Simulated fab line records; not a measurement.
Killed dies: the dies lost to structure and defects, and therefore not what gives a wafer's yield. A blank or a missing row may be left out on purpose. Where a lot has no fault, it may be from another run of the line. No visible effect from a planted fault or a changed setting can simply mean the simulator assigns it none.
Matching of chambers | flow nand harc | 4 sister chambers for NHARC_A_CONTACT_ETCH_106 on rie diel-06
The step etches the open film in CF4/O2, target depth 90 nm, overetch 9 nm, time 49.5 s. 14 wafers are shown with their chamber, then 7 later ones without.

== WAFERS WITH THEIR CHAMBER ==
wafer  | chamber | drypump motor current A (A) | showerhead plenum p Torr (Torr) | rf vpp V (V)
L076.1 | 1       | 5.6                         | 1.44                            | 199.0
L076.2 | 0       | 5.2                         | 1.28                            | 196.0
L076.4 | 2       | 6.2                         | 1.34                            | 198.7
L074.1 | 0       | 5.2                         | 1.28                            | 196.6
L074.5 | 2       | 6.2                         | 1.34                            | 197.7
L074.6 | 1       | 5.6                         | 1.44                            | 199.8
L080.2 | 2       | 6.2                         | 1.33                            | 197.7
L080.3 | 0       | 5.3                         | 1.27                            | 196.7
L080.5 | 2       | 6.2                         | 1.33                            | 197.4
L083.2 | 2       | 6.2                         | 1.33                            | 196.8
L083.3 | 3       | 5.3                         | 1.32                            | 196.8
L083.6 | 0       | 5.2                         | 1.27                            | 196.8
L084.3 | 3       | 5.3                         | 1.31                            | 197.7
L084.5 | 1       | 5.6                         | 1.44                            | 200.9

SIGNATURES (means of the wafers above)
reading                  | chamber 0 | chamber 1 | chamber 2 | chamber 3 | scatter within a chamber
drypump motor current A  | 5.225     | 5.600     | 6.200     | 5.300     | 0.0274
showerhead plenum p Torr | 1.2750    | 1.4400    | 1.3340    | 1.3150    | 0.0052
rf vpp V                 | 196.525   | 199.900   | 197.660   | 197.250   | 0.671
Rule: for a wafer and a chamber, the distance is found by dividing, reading by reading, the gap between the wafer's reading and the chamber's mean by the reading's scatter, squaring, summing and taking the root. If the next closest chamber is less than 2 further off than the closest, the wafer can't be placed; otherwise it belongs to the closest. The scatter: the root of (the sum of the squares of (reading less its chamber's mean) over the shown wafers, divided by (wafers less chambers)).

== WAFERS WITHOUT THEIR CHAMBER ==
wafer  | drypump motor current A (A) | showerhead plenum p Torr (Torr) | rf vpp V (V)
L084.6 | 6.2                         | 1.33                            | 196.7
L088.1 | 5.2                         | 1.27                            | 196.4
L088.3 | 5.3                         | 1.31                            | 197.6
L088.6 | 5.2                         | 1.27                            | 196.9
L091.3 | 6.2                         | 1.32                            | 197.3
L091.4 | 5.2                         | 1.26                            | 195.9
L091.5 | 5.2                         | 1.26                            | 195.2

== WHICH CHAMBER EACH WENT THROUGH ==
wafer  | from the rows above | in truth
L084.6 | 2                   | 2
L088.1 | 0                   | 0
L088.3 | 3                   | 3
L088.6 | 0                   | 0
L091.3 | 2                   | 2
L091.4 | 0                   | 0
L091.5 | 0                   | 0
Placed correctly: 7 of 7. From these rows, 0 cannot be placed. Placed wrongly: 0.
